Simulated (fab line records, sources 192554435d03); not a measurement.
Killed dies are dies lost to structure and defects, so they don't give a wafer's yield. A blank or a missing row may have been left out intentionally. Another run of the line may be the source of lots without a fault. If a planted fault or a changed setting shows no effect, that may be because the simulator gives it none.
fab line records -- flow n5-finfet
[record] lots = 6, wafers = 18, last-day = 17
route steps=1938 shown BEOL_M4@1071 PASSIVATION@1936
lots that met no fault: from a run of the same line without faults
start-h: hours from the record's first day to the start of the lot's first wafer shown -- wait-h: time in hours since the lot's previous step -- " same as the row above -- L1.1+2: several wafers, shown together as one row -- - no value present, or no start provided -- * or withheld: withheld -- < > ~ a bound
route shown NAME@n: NAME is a module with steps in the file, n the number in the route of the first one -- usual: mean/standard deviation of fault-free wafers -- same: alike in all rows -- chamber/n: place in a boat -- sites: readings site by site -- _std_site: standard deviation across them -- _edge_site: outer sites' mean less inner sites' -- radius-mm: for every site, how far away it sits from the centre of the wafer -- mask NAME#n: copy n -- behind: the tool/chamber that last shaped the wafer -- hold: why the lot was held/for how many hours/how that ended -- device: which transistor (n, p or np) failed to switch -- end of line: tests run on the same wafers once the route is complete -- where a step has no rows: the recipe by itself -- killed: the dies lost at the first sort to structure and to defects; this is not the yield of the wafer -- map: the dies of a wafer, with x for killed, . for not killed, _ for no die there
set.NAME: the run value of the setting; set.NAME@STEP: its run value at that earlier step -- model.NAME: the simulator's own value behind a step, which no gauge read
lots at selected steps of the route; one table per step, one row per wafer
services: a tool's chamber out of use, with start hour (start-h, from the record's first day; less than 0 if before it), hours out, and reason
[[steps]]
[step N5_BEOL_M4_ETCH_41]
[recipe] chemistry = CH3F/O2, target = SiCN, target-depth-a = 299, taper-deg = 2, time-s = 52.5, ion-energy-ev = 120, mask-material = TiN, pressure-mtorr = 30, source-w = 395, bias-w = 75, Ar_flow_sccm = 150, CH3F_flow_sccm = 30, O2_flow_sccm = 20
[usual] CH3F_flow_sccm = 30.00/0.086, O2_flow_sccm = 20.00/0.062, drypump-motor-current-A = 5.8/0.47, oes-product-au = 0.81/0.072, rf-fwd-power-W = 390.6/1.8, rf-vpp-V = 297.1/1.5, showerhead-plenum-p-Torr = 1.99/0.067, throttle-valve-pct = 16.27/0.21
lot.wafer,tool,chamber,start-h,wait-h,CH3F_flow_sccm,O2_flow_sccm,drypump-motor-current-A,oes-product-au,rf-fwd-power-W,rf-hours-counter-h,rf-vpp-V,showerhead-plenum-p-Torr,throttle-valve-pct
L258.3,rie-diel-05,2,-,-,29.80,20.09,5.1,0.91,391.6,14,297.1,1.96,15.96
L258.5,rie-diel-05,3,-,-,30.03,20.07,6.6,0.75,390.2,-,297.2,2.01,16.42
L258.6,rie-diel-05,2,-,-,29.81,20.05,5.1,0.92,391.0,-,295.8,1.96,15.97
L265.1,rie-diel-04,1,-,-,29.93,20.02,5.3,0.81,389.6,85,298.3,2.11,16.35
L265.2,rie-diel-04,0,-,-,30.02,19.96,6.7,0.70,391.4,241,294.5,1.89,16.24
L265.4,rie-diel-04,3,-,-,29.90,20.01,5.8,0.87,393.1,38,300.1,2.03,16.15
L271.1,rie-diel-04,3,-,-,30.25,19.95,5.9,0.84,393.9,51,298.3,2.03,16.18
L271.2,rie-diel-04,2,-,-,30.03,20.10,5.5,0.70,390.7,205,298.0,1.99,16.68
L271.3,rie-diel-04,1,-,-,29.91,19.99,5.3,0.79,390.5,100,300.3,2.10,16.39
L273.1,rie-diel-05,1,-,-,30.10,20.01,5.9,0.85,387.5,77,296.6,1.94,16.31
L273.5,rie-diel-05,3,-,-,30.04,19.93,6.7,0.74,389.9,-,297.8,2.00,16.47
L273.6,rie-diel-05,0,-,-,29.97,19.99,6.0,0.86,390.9,-,296.6,1.95,16.37
L278.1,rie-diel-06,2,-,-,30.09,20.05,5.8,0.85,391.6,46,296.2,1.95,16.13
L278.5,rie-diel-06,1,-,-,30.25,20.06,6.0,0.69,389.6,-,294.7,1.89,16.37
L278.6,rie-diel-06,0,-,-,29.95,20.04,5.3,0.79,391.3,-,300.3,2.10,16.47
L279.1,rie-diel-06,3,-,-,29.95,20.01,5.4,0.80,392.2,84,296.3,1.95,15.97
L279.5,rie-diel-06,2,-,-,30.00,20.01,5.8,0.85,390.7,-,296.8,1.95,16.13
L279.6,rie-diel-06,1,-,-,29.92,20.12,6.0,0.69,388.9,-,294.6,1.89,16.34
[step N5_BEOL_M4_STRIP_97]
[recipe] chemistry = N2/H2, time-s = 10, power-w = 450, temp-c = 40, pressure-mtorr = 20, rf-frequency-hz = 6e+07, bias-power-w = 7, n2-flow-sccm = 200, h2-flow-sccm = 200
[step N5_BEOL_M4_OCD_MEAS_38]
[usual] trench-depth-nm = 55.5/0.68
lot.wafer,tool,chamber,start-h,wait-h,trench-depth-nm
L258.3,ocd-01,-,189.47,-,56.4
L258.5,ocd-01,-,189.47,-,54.8
L258.6,ocd-01,-,189.47,-,55.7
L265.1,ocd-02,-,222.16,-,56.0
L265.2,ocd-02,-,222.16,-,55.6
L265.4,ocd-02,-,222.16,-,55.4
L271.1,ocd-01,-,257.92,-,55.5
L271.2,ocd-01,-,257.92,-,55.9
L271.3,ocd-01,-,257.92,-,55.6
L273.1,ocd-01,-,264.42,-,56.4
L273.5,ocd-01,-,264.42,-,55.3
L273.6,ocd-01,-,264.42,-,56.9
L278.1,ocd-02,-,292.50,-,55.8
L278.5,ocd-02,-,292.50,-,55.2
L278.6,ocd-02,-,292.50,-,55.7
L279.1,ocd-02,-,298.22,-,54.5
L279.5,ocd-02,-,298.22,-,55.7
L279.6,ocd-02,-,298.22,-,54.2
[step N5_BEOL_M4_HM_STRIP_39]
[recipe] chemistry = peroxide-tin-strip, material = TiN, target-depth-a = 250, temp-c = 50, time-s = 158
[step N5_BEOL_M4_SRD_40]
[recipe] time-s = 30, temp-c = 23, rinse-liquid = diw, dry = ipa-marangoni
[step N5_BEOL_M4_PRECLEAN_42]
[recipe] chemistry = residue-remover, time-s = 60, temp-c = 40
[step N5_BEOL_M4_SRD_43]
[recipe] time-s = 30, temp-c = 23, rinse-liquid = diw, dry = ipa-marangoni
[step N5_BEOL_M4_CD_MEAS_35]
[recipe] target-cd-nm = 18, target-cd-y-nm = 22.4, polarity = opening
[usual] cd-nm = 18.0/0.32
lot.wafer,tool,chamber,start-h,wait-h,cd-nm
L258.3,cd-sem-01,-,189.63,0.0,17.8
L258.5,cd-sem-01,-,189.63,0.0,18.1
L258.6,cd-sem-01,-,189.63,0.0,17.9
L265.1,cd-sem-01,-,222.32,0.0,18.0
L265.2,cd-sem-01,-,222.32,0.0,17.9
L265.4,cd-sem-01,-,222.32,0.0,17.9
L271.1,cd-sem-02,-,258.07,0.0,17.9
L271.2,cd-sem-02,-,258.07,0.0,18.7
L271.3,cd-sem-02,-,258.07,0.0,17.9
L273.1,cd-sem-01,-,264.57,0.0,17.6
L273.5,cd-sem-01,-,264.57,0.0,17.7
L273.6,cd-sem-01,-,264.57,0.0,17.0
L278.1,cd-sem-03,-,292.67,0.0,17.8
L278.5,cd-sem-03,-,292.67,0.0,17.6
L278.6,cd-sem-03,-,292.67,0.0,18.2
L279.1,cd-sem-01,-,298.38,0.0,17.9
L279.5,cd-sem-01,-,298.38,0.0,17.8
L279.6,cd-sem-01,-,298.38,0.0,17.6
[step N5_BEOL_M4_DEGAS_44]
[recipe] ambient = vacuum, temp-c = 250, time-s = 60
[step N5_BEOL_M4_PRE_CLEAN_45]
[recipe] gas = H2/He, time-s = 30, temp-c = 250
[usual] heater-power-w = 341/20
lot.wafer,tool,chamber,start-h,wait-h,heater-power-w
L258.3,pvd-sputter-03,-,189.92,0.0,341
L258.5,pvd-sputter-03,-,189.92,0.0,341
L258.6,pvd-sputter-03,-,189.92,0.0,317
L265.1,pvd-sputter-01,-,222.62,0.0,328
L265.2,pvd-sputter-01,-,222.62,0.0,343
L265.4,pvd-sputter-01,-,222.62,0.0,343
L271.1,pvd-sputter-02,-,258.51,0.0,320
L271.2,pvd-sputter-02,-,258.51,0.0,359
L271.3,pvd-sputter-02,-,258.51,0.0,341
L273.1,pvd-sputter-01,-,265.04,0.0,318
L273.5,pvd-sputter-01,-,265.04,0.0,312
L273.6,pvd-sputter-01,-,265.04,0.0,349
L278.1,pvd-sputter-03,-,293.02,0.0,332
L278.5,pvd-sputter-03,-,293.02,0.0,374
L278.6,pvd-sputter-03,-,293.02,0.0,338
L279.1,pvd-sputter-03,-,299.06,0.0,316
L279.5,pvd-sputter-03,-,299.06,0.0,329
L279.6,pvd-sputter-03,-,299.06,0.0,370
[step N5_BEOL_M4_ALD_84]
[recipe] material = TaN, target-thk-a = *, temp-c = 275, ald-precursor-family = PDMAT, ald-co-reactant = NH3, pressure-torr = 3, carrier-flow-sccm = 1500, pulse-time-s = 2, purge-time-s = 3, co-reactant-purge-time-s = 2, co-reactant-pulse-time-s = 3, ald-cycles = 30, precursor-vessel-temp-c = 75, precursor-vessel-pressure-torr = 26.25, precursor-vessel-carrier-sccm = 1000
[usual] heater-power-w = 430/33
lot.wafer,tool,chamber,start-h,wait-h,heater-power-w
L258.3,ald-metal-01,1,190.00,0.1,400
L258.5,ald-metal-01,1,190.00,0.1,387
L258.6,ald-metal-01,0,190.00,0.1,517
L265.1,ald-metal-01,3,222.71,0.1,407
L265.2,ald-metal-01,2,222.71,0.1,468
L265.4,ald-metal-01,1,222.71,0.1,393
L271.1,ald-metal-03,3,258.57,0.0,405
L271.2,ald-metal-03,2,258.57,0.0,388
L271.3,ald-metal-03,0,258.57,0.0,429
L273.1,ald-metal-02,1,265.10,0.0,415
L273.5,ald-metal-02,3,265.10,0.0,439
L273.6,ald-metal-02,0,265.10,0.0,454
L278.1,ald-metal-02,2,293.08,0.0,462
L278.5,ald-metal-02,3,293.08,0.0,418
L278.6,ald-metal-02,0,293.08,0.0,457
L279.1,ald-metal-03,3,299.35,0.3,408
L279.5,ald-metal-03,1,299.35,0.3,423
L279.6,ald-metal-03,0,299.35,0.3,432
[step N5_BEOL_M4_SURFACE_TREAT_85]
[recipe] gas = Ar, time-s = *, ion-energy-ev = *, ion-current-ma-cm2 = 0.5, pressure-mtorr = *, ar-flow-sccm = 30
[usual] throttle-valve-pct = *
lot.wafer,tool,chamber,start-h,wait-h,throttle-valve-pct
L258.3,pvd-sputter-03,-,190.28,0.2,*
L258.5,pvd-sputter-03,-,190.28,0.2,*
L258.6,pvd-sputter-03,-,190.28,0.2,*
L265.1,pvd-sputter-01,-,223.02,0.2,*
L265.2,pvd-sputter-01,-,223.02,0.2,*
L265.4,pvd-sputter-01,-,223.02,0.2,*
L271.1,pvd-sputter-03,-,258.81,0.1,*
L271.2,pvd-sputter-03,-,258.81,0.1,*
L271.3,pvd-sputter-03,-,258.81,0.1,*
L273.1,pvd-sputter-02,-,265.57,0.4,*
L273.5,pvd-sputter-02,-,265.57,0.4,*
L273.6,pvd-sputter-02,-,265.57,0.4,*
L278.1,pvd-sputter-02,-,293.35,0.2,*
L278.5,pvd-sputter-02,-,293.35,0.2,*
L278.6,pvd-sputter-02,-,293.35,0.2,*
L279.1,pvd-sputter-01,-,300.78,1.3,*
L279.5,pvd-sputter-01,-,300.78,1.3,*
L279.6,pvd-sputter-01,-,300.78,1.3,*
[step N5_BEOL_M4_CVD_47]
[recipe] material = Co, target-thk-a = 30, temp-c = withheld, precursor = CCTBA/H2, pressure-torr = 30, time-s = 223.8
[usual] run-length-s = 246.7/0.59
lot.wafer,tool,chamber,start-h,wait-h,run-length-s
L258.3,cvd-co-02,0,190.34,0.0,247.2
L258.5,cvd-co-02,2,190.34,0.0,245.7
L258.6,cvd-co-02,1,190.34,0.0,247.1
L265.1,cvd-co-01,0,223.31,0.3,245.9
L265.2,cvd-co-01,2,223.31,0.3,246.7
L265.4,cvd-co-01,2,223.31,0.3,246.6
L271.1,cvd-co-02,2,258.87,0.0,249.5
L271.2,cvd-co-02,1,258.87,0.0,250.0
L271.3,cvd-co-02,0,258.87,0.0,247.7
L273.1,cvd-co-02,0,265.63,0.0,250.4
L273.5,cvd-co-02,2,265.63,0.0,245.9
L273.6,cvd-co-02,1,265.63,0.0,247.1
L278.1,cvd-co-01,0,293.41,0.0,246.1
L278.5,cvd-co-01,1,293.41,0.0,247.7
L278.6,cvd-co-01,2,293.41,0.0,246.7
L279.1,cvd-co-01,2,300.84,0.0,246.8
L279.5,cvd-co-01,1,300.84,0.0,247.1
L279.6,cvd-co-01,2,300.84,0.0,246.5
[step N5_BEOL_M4_SPUTTER_48]
[recipe] material = Cu, target-thk-a = 45, temp-c = -20, chamber-pressure-pa = 0.07, power-w = withheld, time-s = 8.29
[usual] chuck-sensor-temp-C = -16.1/0.38, throttle-valve-pct = 29.8/1.1
lot.wafer,tool,chamber,start-h,wait-h,chuck-sensor-temp-C,throttle-valve-pct
L258.3,pvd-sputter-02,-,192.16,1.7,-16.3,32.8
L258.5,pvd-sputter-02,-,192.16,1.7,-16.3,32.4
L258.6,pvd-sputter-02,-,192.16,1.7,-15.9,28.6
L265.1,pvd-sputter-01,-,223.76,0.4,-15.7,30.4
L265.2,pvd-sputter-01,-,223.76,0.4,-16.1,29.4
L265.4,pvd-sputter-01,-,223.76,0.4,-15.8,29.3
L271.1,pvd-sputter-03,-,259.11,0.2,-16.4,30.3
L271.2,pvd-sputter-03,-,259.11,0.2,-16.2,29.2
L271.3,pvd-sputter-03,-,259.11,0.2,-16.7,30.2
L273.1,pvd-sputter-02,-,265.87,0.2,-15.9,31.1
L273.5,pvd-sputter-02,-,265.87,0.2,-16.8,28.2
L273.6,pvd-sputter-02,-,265.87,0.2,-15.9,28.8
L278.1,pvd-sputter-01,-,293.72,0.2,-15.9,29.9
L278.5,pvd-sputter-01,-,293.72,0.2,-15.5,30.3
L278.6,pvd-sputter-01,-,293.72,0.2,-16.1,29.5
L279.1,pvd-sputter-01,-,301.02,0.1,-15.9,29.1
L279.5,pvd-sputter-01,-,301.02,0.1,-15.7,29.2
L279.6,pvd-sputter-01,-,301.02,0.1,-15.4,30.1
[step N5_BEOL_M4_RC_MEAS_101]
[usual] DIBL_N = 35.8/1.5, DIBL_P = 35.8/1.7, IOFF_N = 0.151/0.022, IOFF_P = 0.204/0.027, ION_N = 673/8.6, ION_P = 462/5.4, SS_N = 71.4/0.54, SS_P = 73.3/0.56, VT_N = 250.5/2.6, VT_P = -251/3.1
lot.wafer,tool,chamber,start-h,wait-h,DIBL_N[mV/V],DIBL_P[mV/V],IOFF_N[nA/um],IOFF_P[nA/um],ION_N[uA/um],ION_P[uA/um],SS_N[mV/dec],SS_P[mV/dec],VT_N[mV],VT_P[mV]
L258.3,prober-01,0,195.32,0.3,35.2,33.9,0.131,0.164,672,458,70.5,72.7,249.1,-253
L258.5,prober-01,0,195.32,0.3,37.5,36.9,0.159,0.215,677,462,71.4,73.7,251.0,-250
L258.6,prober-01,0,195.32,0.3,36.2,35.6,0.152,0.192,676,461,71.3,72.9,250.0,-253
L265.1,prober-02,0,226.62,0.0,35.4,35.4,0.145,0.207,673,462,70.7,73.0,249.1,-248
L265.2,prober-02,0,226.62,0.0,36.2,36.1,0.162,0.213,673,466,71.8,73.3,249.1,-252
L265.4,prober-02,0,226.62,0.0,36.0,36.8,0.155,0.227,667,465,71.5,73.5,249.0,-248
L271.1,prober-02,0,261.96,0.0,38.2,39.0,0.188,0.273,693,474,72.0,73.8,247.0,-245
L271.2,prober-02,0,261.96,0.0,37.3,38.0,0.167,0.260,672,468,72.0,73.9,248.6,-245
L271.3,prober-02,0,261.96,0.0,36.9,37.6,0.161,0.250,677,467,71.1,73.5,245.5,-246
L273.1,prober-02,0,268.75,0.0,35.1,35.6,0.154,0.196,674,458,71.0,73.3,250.6,-251
L273.5,prober-02,0,268.75,0.0,34.8,34.9,0.151,0.184,665,459,70.8,73.3,252.8,-254
L273.6,prober-02,0,268.75,0.0,36.1,36.2,0.182,0.191,682,458,71.7,73.2,245.0,-252
L278.1,prober-01,0,296.84,0.0,33.8,33.9,0.130,0.184,671,465,71.2,73.5,252.7,-252
L278.5,prober-01,0,296.84,0.0,34.7,35.5,0.150,0.209,674,468,71.1,73.5,250.8,-248
L278.6,prober-01,0,296.84,0.0,33.0,33.6,0.123,0.182,676,464,70.5,73.9,251.0,-252
L279.1,prober-02,0,303.88,0.0,37.8,38.2,0.170,0.205,669,462,71.7,73.0,248.0,-255
L279.5,prober-02,0,303.88,0.0,36.2,36.3,0.138,0.181,669,457,71.2,73.0,252.0,-254
L279.6,prober-02,0,303.88,0.0,33.4,32.8,0.105,0.142,665,452,71.3,72.4,254.4,-258
[step N5_PASSIVATION_PROBE_49]
[usual] defect-limited-yield = 91.3/1.4, killed_at_M0_to_M3 = 33/10, killed_at_M4_up = 15/6.1, killed-at-contacts = 12/6.7, killed-at-front-end = 39/11, killed-at-other = 4/3.3, killed-dies = 103/16, killed-on-rim = 14/4, killed-open = 68/12, killed-short = 34/7.2, sort_bin_5_function = 5.1/0.88, sort_bin_6_memory = 3.3/0.67, sort-n-pass = 1077/16, sort-yield-pct = 91.3/1.4
[same] gross-dies = 1180, killed-at-back-side = 0, sort_bin_4_leakage[%] = 0, sort_bin_8_speed[%] = 0
lot.wafer,tool,chamber,start-h,wait-h,defect-limited-yield[%],killed_at_M0_to_M3,killed_at_M4_up,killed-at-contacts,killed-at-front-end,killed-at-other,killed-dies,killed-on-rim,killed-open,killed-short,sort_bin_5_function[%],sort_bin_6_memory[%],sort-n-pass,sort-yield-pct[%]
L258.3,prober-02,-,292.95,0.1,92.0,22,14,13,40,5,94,11,59,31,4.3,3.3,1086,92.0
L258.5,prober-02,-,293.05,0.2,90.6,26,13,3,68,1,111,14,70,39,4.6,4.1,1069,90.6
L258.6,prober-02,-,293.10,0.3,92.7,19,17,7,43,0,86,8,46,40,4.7,2.5,1094,92.7
L265.1,prober-02,-,321.42,0.0,90.9,25,18,13,49,2,107,11,60,46,6.3,2.6,1073,90.9
L265.2,prober-02,-,321.47,0.1,90.9,32,13,6,55,1,107,15,67,37,5.8,3.2,1073,90.9
L265.4,prober-02,-,321.57,0.2,89.2,34,7,8,78,0,127,19,83,42,5.8,4.7,1053,89.2
L271.1,prober-02,-,362.78,0.0,89.8,36,25,8,50,1,120,15,84,36,6.0,4.1,1060,89.8
L271.2,prober-02,-,362.83,0.1,91.9,34,18,12,30,2,96,18,72,24,4.9,3.0,1084,91.9
L271.3,prober-02,-,362.88,0.1,91.9,30,17,17,27,4,95,12,63,32,4.9,2.7,1085,91.9
L273.1,prober-02,-,380.45,0.0,90.3,39,10,15,50,1,115,19,75,39,5.0,4.6,1065,90.3
L273.5,prober-02,-,380.65,0.2,90.8,31,10,20,45,3,109,10,76,32,5.5,3.5,1071,90.8
L273.6,prober-02,-,380.70,0.3,90.8,53,5,9,39,2,108,14,63,45,5.9,2.9,1072,90.8
L278.1,prober-01,-,401.18,0.0,89.9,36,18,7,56,2,119,13,85,34,5.8,3.7,1061,89.9
L278.5,prober-01,-,401.38,0.2,91.0,35,22,4,43,2,106,14,68,35,5.3,3.6,1074,91.0
L278.6,prober-01,-,401.43,0.3,90.3,38,10,9,54,4,115,23,81,33,6.5,3.0,1065,90.3
L279.1,prober-01,-,404.99,0.0,93.6,21,15,6,21,13,76,12,44,29,3.2,3.1,1104,93.6
L279.5,prober-01,-,405.19,0.2,91.6,35,23,4,29,8,99,15,75,23,5.1,3.2,1081,91.6
L279.6,prober-01,-,405.24,0.3,91.5,35,17,23,22,3,100,15,68,30,4.9,3.2,1080,91.5
// killed by level:class
L258.3 MOL_CONTACT_COAG:geometric-particle:open=9 BEOL_M3:geometric-particle:open=8 FIN_SAQP:geometric-particle:short=8 GATE_CUT:geometric-particle:short=8 BEOL_M4:geometric-particle:open=8 GATE_CUT:geometric-particle:open=7 MOL_CONTACT_COAG:geometric-particle:short=4 BEOL_M0_SAQP:geometric-particle:open=4
L258.5 GATE_CUT:geometric-particle:open=13 STI_FIN_REVEAL:geometric-particle:open=12 BEOL_M3:geometric-particle:open=11 GATE_CUT:geometric-particle:short=8 FIN_SAQP:geometric-particle:short=7 DUMMY_GATE:geometric-particle:open=6 BEOL_M1:geometric-particle:open=6 BEOL_M4:geometric-particle:open=6
L258.6 STI_FIN_REVEAL:geometric-particle:open=10 FIN_SAQP:geometric-particle:short=9 GATE_CUT:geometric-particle:short=7 BEOL_M3:geometric-particle:open=6 BEOL_M4:geometric-particle:open=6 BEOL_M4:geometric-particle:short=5 DUMMY_GATE:geometric-particle:open=4 MOL_CONTACT_COAG:geometric-particle:open=4
L265.1 STI_FIN_REVEAL:geometric-particle:open=13 FIN_SAQP:geometric-particle:short=11 MOL_CONTACT_COAG:geometric-particle:open=9 FIN_SAQP:geometric-particle:open=7 BEOL_M1:geometric-particle:open=7 GATE_CUT:geometric-particle:short=6 BEOL_M4:geometric-particle:open=6 STI_FIN_REVEAL:geometric-particle:short=4
L265.2 STI_FIN_REVEAL:geometric-particle:open=12 GATE_CUT:geometric-particle:short=11 BEOL_M0_SAQP:geometric-particle:open=9 BEOL_M1:geometric-particle:open=6 FIN_SAQP:geometric-particle:open=5 FIN_SAQP:geometric-particle:short=5 BEOL_M0_SAQP:geometric-particle:short=5 DUMMY_GATE:geometric-particle:open=4
L265.4 STI_FIN_REVEAL:geometric-particle:open=25 FIN_SAQP:geometric-particle:open=14 FIN_SAQP:geometric-particle:short=13 BEOL_M1:geometric-particle:open=7 GATE_CUT:geometric-particle:short=7 BEOL_M0_SAQP:geometric-particle:open=7 MOL_CONTACT_COAG:geometric-particle:open=6 BEOL_M0_SAQP:geometric-particle:short=6
L271.1 BEOL_M4:geometric-particle:open=15 FIN_SAQP:geometric-particle:short=14 BEOL_M2:geometric-particle:open=10 BEOL_M1:geometric-particle:open=9 FIN_SAQP:geometric-particle:open=8 DUMMY_GATE:geometric-particle:open=8 MOL_CONTACT_COAG:geometric-particle:open=8 STI_FIN_REVEAL:geometric-particle:open=6
L271.2 BEOL_M4:geometric-particle:open=13 MOL_CONTACT_COAG:geometric-particle:open=11 BEOL_M1:geometric-particle:open=8 FIN_SAQP:geometric-particle:short=7 BEOL_M2:geometric-particle:open=7 STI_FIN_REVEAL:geometric-particle:open=5 BEOL_M0_SAQP:geometric-particle:open=5 BEOL_M0_SAQP:geometric-particle:short=5
L271.3 MOL_CONTACT_COAG:geometric-particle:open=13 BEOL_M4:geometric-particle:open=12 BEOL_M0_SAQP:geometric-particle:open=8 STI_FIN_REVEAL:geometric-particle:open=7 BEOL_M2:geometric-particle:open=7 BEOL_M0_SAQP:geometric-particle:short=6 BEOL_M1:geometric-particle:short=5 FIN_SAQP:geometric-particle:open=4
L273.1 BEOL_M0_SAQP:geometric-particle:open=15 MOL_CONTACT_COAG:geometric-particle:open=13 FIN_SAQP:geometric-particle:short=11 BEOL_M0_SAQP:geometric-particle:short=9 STI_FIN_REVEAL:geometric-particle:open=8 FIN_SAQP:geometric-particle:open=7 DUMMY_GATE:geometric-particle:open=7 BEOL_M1:geometric-particle:open=4
L273.5 BEOL_M3:geometric-particle:open=18 MOL_CONTACT_COAG:geometric-particle:open=15 FIN_SAQP:geometric-particle:short=10 STI_FIN_REVEAL:geometric-particle:open=9 DUMMY_GATE:geometric-particle:open=8 BEOL_M0_SAQP:geometric-particle:short=7 BEOL_M4:geometric-particle:open=6 FIN_SAQP:geometric-particle:open=5
L273.6 BEOL_M0_SAQP:geometric-particle:short=21 STI_FIN_REVEAL:geometric-particle:open=13 BEOL_M0_SAQP:geometric-particle:open=12 MOL_CONTACT_COAG:geometric-particle:open=8 FIN_SAQP:geometric-particle:short=7 BEOL_M2:geometric-particle:open=6 STI_FIN_REVEAL:geometric-particle:short=4 BEOL_M2:geometric-particle:short=4
L278.1 FIN_SAQP:geometric-particle:open=15 STI_FIN_REVEAL:geometric-particle:open=8 BEOL_M0_SAQP:geometric-particle:open=8 MOL_CONTACT_COAG:geometric-particle:open=7 BEOL_M2:geometric-particle:open=7 FIN_SAQP:geometric-particle:short=6 GATE_CUT:geometric-particle:short=6 BEOL_M4:geometric-particle:open=6
L278.5 FIN_SAQP:geometric-particle:open=10 BEOL_M4:geometric-particle:open=10 FIN_SAQP:geometric-particle:short=7 STI_FIN_REVEAL:geometric-particle:open=7 BEOL_M1:geometric-particle:open=6 BEOL_M0_SAQP:geometric-particle:open=6 BEOL_M1:geometric-particle:short=6 BEOL_M3:geometric-particle:open=6
L278.6 FIN_SAQP:geometric-particle:open=21 FIN_SAQP:geometric-particle:short=11 BEOL_M0_SAQP:geometric-particle:short=11 BEOL_M0_SAQP:geometric-particle:open=11 MOL_CONTACT_COAG:geometric-particle:open=8 BEOL_M1:geometric-particle:open=7 BEOL_M4:geometric-particle:open=6 STI_FIN_REVEAL:geometric-particle:open=6
L279.1 MOL_CONTACT_COAG:geometric-particle:open=6 BEOL_M0_SAQP:geometric-particle:open=6 BEOL_M3:geometric-particle:open=6 BEOL_M0_SAQP:geometric-particle:short=5 FIN_SAQP:geometric-particle:open=4 BEOL_M5:geometric-particle:open=4 PAD_METAL:geometric-particle:short=4 STARTING-WAFER:geometric-particle:short=4
L279.5 BEOL_M4:geometric-particle:open=16 BEOL_M2:geometric-particle:open=12 BEOL_M0_SAQP:geometric-particle:open=7 BEOL_M3:geometric-particle:open=7 FIN_SAQP:geometric-particle:short=5 FIN_SAQP:geometric-particle:open=5 GATE_CUT:geometric-particle:short=5 BEOL_M1:geometric-particle:open=4
L279.6 MOL_CONTACT_COAG:geometric-particle:open=18 BEOL_M4:geometric-particle:open=8 BEOL_M2:geometric-particle:open=8 BEOL_M0_SAQP:geometric-particle:open=6 BEOL_M3:geometric-particle:open=6 MOL_CONTACT_COAG:geometric-particle:short=5 BEOL_M0_SAQP:geometric-particle:short=5 DUMMY_GATE:geometric-particle:open=4
[[services]]
tool,chamber,start-h,hours,kind
rie-diel-06,2,170.36,8.9,repair
ald-metal-02,0,171.75,3.5,repair
rie-diel-06,3,172.60,2.8,repair
ald-metal-03,1,180.96,17.3,repair
ald-metal-02,1,208.12,19.5,repair
ald-metal-01,-,211.38,8.7,pm
rie-diel-04,3,224.03,4.5,repair
rie-diel-06,-,225.76,0.7,repair
rie-diel-04,3,235.85,2.8,repair
cvd-co-01,-,242.95,0.5,repair
rie-diel-04,0,247.04,-,clean
rie-diel-04,0,247.04,-,consumable-replace:focus-ring
rie-diel-04,0,247.04,-,consumable-replace:showerhead
rie-diel-04,0,247.04,19.1,scheduled-down
rie-diel-04,0,247.04,19.1,vent-cycle
ald-metal-03,1,249.96,19.5,repair
rie-diel-05,-,270.27,0.2,repair
cvd-co-02,-,270.30,0.4,repair
pvd-sputter-02,-,281.56,1.6,repair
ald-metal-01,-,294.70,6.0,pm
rie-diel-04,3,294.87,1.6,repair
rie-diel-04,0,297.11,5.5,repair
[[key]]
[first-sign] step = N5_BEOL_M4_CVD_47, reading = run-length-s, direction = up, sigmas = 5.5, usual = *, struck = *
effect none on later readings
met-at N5_BEOL_M4_CVD_47
struck-wafers L271.1,L271.2,L273.1
onset-between 190.34 258.87
[fault] kind = process-parameter-drift, tool = cvd-co-02, chamber = -, onset-h = 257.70, steps = N5_BEOL_M4_CVD_47, channel = time-s, offset = *, shape = step, end-h = 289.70, scope = struck-wafers-only, acts-in = *, stated = *
